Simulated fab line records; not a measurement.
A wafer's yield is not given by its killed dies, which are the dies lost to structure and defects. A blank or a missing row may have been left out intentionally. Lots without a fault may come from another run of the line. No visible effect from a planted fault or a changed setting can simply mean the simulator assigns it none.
Chamber matching | flow nand-harc | rie-diel-08 running NHARC_A_M1_ETCH_35: 4 sister chambers
The step etches the open film in N2/H2, target depth 40 nm, overetch 12 nm, time 43.94 s. 8 wafers are shown with their chamber, then 8 later ones without.

EACH WAFER AND ITS CHAMBER
wafer  | chamber | rf-vpp-V (V) | oes-product-au (a.u.)
L077.5 | 3       | 431.4        | 0.994
L081.5 | 1       | 428.7        | 1.006
L083.5 | 0       | 433.5        | 1.008
L085.6 | 1       | 427.6        | 1.009
L084.1 | 2       | 427.4        | 0.991
L084.4 | 3       | 431.9        | 0.991
L084.5 | 2       | 426.7        | 0.997
L086.2 | 0       | 433.3        | 1.014

WAFERS WHOSE CHAMBER IS MISSING
wafer  | rf-vpp-V (V) | oes-product-au (a.u.)
L086.5 | 428.7        | 1.003
L086.6 | 434.2        | 1.018
L088.2 | 433.8        | 1.012
L088.4 | 431.4        | 1.008
L088.5 | 429.0        | 0.997
L092.3 | 432.3        | 1.005
L092.4 | 428.3        | 1.007
L092.6 | 428.0        | 1.016

WHICH CHAMBER EACH ONE RAN IN
wafer  | from the rows above          | in truth
L086.5 | 1                            | 1
L086.6 | 0                            | 0
L088.2 | 0                            | 0
L088.4 | can't be placed: 0 or 3      | 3
L088.5 | can't be placed: 1 or 2 or 3 | 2
L092.3 | can't be placed: 0 or 3      | 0
L092.4 | 1                            | 1
L092.6 | 1                            | 1
5 of 8 placed correctly. Can't be placed from these rows: 3 (the true chamber is among the candidates in 3). Wrongly placed: 0.
How it was worked out, from the rows above alone: a wafer's distance from a chamber is the root of the sum, over the readings, of the square of ((its reading less the chamber's mean) divided by the reading's scatter). The wafer belongs to the nearest chamber; if the next one is less than 2 further off, it can't be placed. A chamber's mean is the mean of its shown wafers. How the scatter is found: for the shown wafers, subtract from each reading the mean of its chamber, square and add these, divide the total by (wafers less chambers), then take the root.
